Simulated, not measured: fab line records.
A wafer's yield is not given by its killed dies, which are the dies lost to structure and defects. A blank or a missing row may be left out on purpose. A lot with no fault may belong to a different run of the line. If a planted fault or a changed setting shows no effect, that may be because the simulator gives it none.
Which tool did it?	flow n5 finfet	Sampling: 12 lots, 36 wafers, 4 of 1938 route steps

== WHAT THE GAUGES READ, wafer by wafer ==
N5_BEOL_M0_SAQP_THK_MEAS_05.
lot	measured	on	thk nm (nm)
L075	day 5 13:58	film metro-02	58.5 60.2 61.1
L077	day 6 07:24	film metro-02	59.6 61.3 61.7
L080	day 7 01:48	film metro-02	59.1 59.2 59.8
L082	day 7 07:47	film metro-01	59.5 60.7 59.9
L083	day 7 15:20	film metro-01	59.4 59.4 60.3
L085	day 8 07:41	film metro-02	59.6 61.5 61.6
L087	day 8 15:28	film metro-01	59.6 59.1 60.9
L089	day 9 02:50	film metro-02	61.1 60.3 60.6
L091	day 9 18:11	film metro-01	61.0 60.7 61.3
L093	day 10 02:43	film metro-02	61.3 59.9 62.6
L095	day 10 20:07	film metro-02	59.9 58.6 60.2
L097	day 11 04:19	film metro-01	61.1 61.2 60.5

== EACH LOT AND THE TOOL THAT RAN IT (in order: tool; ch and the chambers of the sampled wafers; start) ==
lot	N5_MOL_CONTACT_COAG_ETCHBACK_136	N5_BEOL_M0_SAQP_HM_DEP_02	N5_BEOL_M0_SAQP_PECVD_03
L075	rie diel-01 ch 1,2,3, day 5 06:46	pvd sputter-03, day 5 13:38	pecvd-01 ch 0,2, day 5 13:46
L077	rie diel-03 ch 0,3, day 5 21:52	pvd sputter-01, day 6 07:04	pecvd-02 ch 0,1, day 6 07:11
L080	rie diel-03 ch 2,3, day 6 20:37	pvd sputter-01, day 7 01:28	pecvd-03 ch 0,1, day 7 01:35
L082	rie diel-01 ch 0,1, day 6 23:58	pvd sputter-02, day 7 07:27	pecvd-03 ch 0,1, day 7 07:34
L083	rie diel-01 ch 0,3, day 7 07:44	pvd sputter-02, day 7 14:59	pecvd-01 ch 0,1, day 7 15:07
L085	rie diel-03 ch 0,1,3, day 8 01:24	pvd sputter-02, day 8 07:19	pecvd-02 ch 1,2, day 8 07:26
L087	rie diel-03 ch 1,2, day 8 06:59	pvd sputter-03, day 8 15:08	pecvd-01 ch 0,1, day 8 15:16
L089	rie diel-03 ch 1,2,3, day 8 21:08	pvd sputter-01, day 9 02:31	pecvd-02 ch 0,1,2, day 9 02:38
L091	rie diel-04 ch 0,1,2, day 9 11:09	pvd sputter-03, day 9 17:44	pecvd-03 ch 0,2, day 9 17:53
L093	rie diel-03 ch 0,1,2, day 9 20:47	pvd sputter-03, day 10 02:17	pecvd-02 ch 0,2, day 10 02:25
L095	rie diel-04 ch 2,3, day 10 11:43	pvd sputter-03, day 10 19:47	pecvd-02 ch 0,2, day 10 19:55
L097	rie diel-01 ch 2,3, day 10 21:27	pvd sputter-02, day 11 03:59	pecvd-01 ch 0,1,2, day 11 04:07
- N5_MOL_CONTACT_COAG_ETCHBACK_136: etches SiO2 in CHF3, target depth 25 nm, time 16.7 s.
- N5_BEOL_M0_SAQP_HM_DEP_02: deposits TiN, target thk 12 nm.
- N5_BEOL_M0_SAQP_PECVD_03: deposits SiCN from 3MS/NH3, target thk 12 nm, time 21.1 s.

== THE ANSWER, worked out from the rows above alone ==
Rule: what is usual is taken from the lots themselves. The widest of any qualifying gaps counts: lots, ordered by their means at a reading, are off when they make up no more than a third of the lots, leave a main group of 4 or more, and stand apart from it by 3 or more times the standard deviation of that group's means. A main group whose means are all the same, to the digits that the tables above print for the reading, isn't used. A lot without any number at a reading at which 4 lots or more have one is off too. Any other lot the step has rows for is counted as sound.
Across all readings shown, no lot is off: no conclusion can be drawn from this.

== WHAT HAD BEEN PUT IN BY THE SIMULATOR ==
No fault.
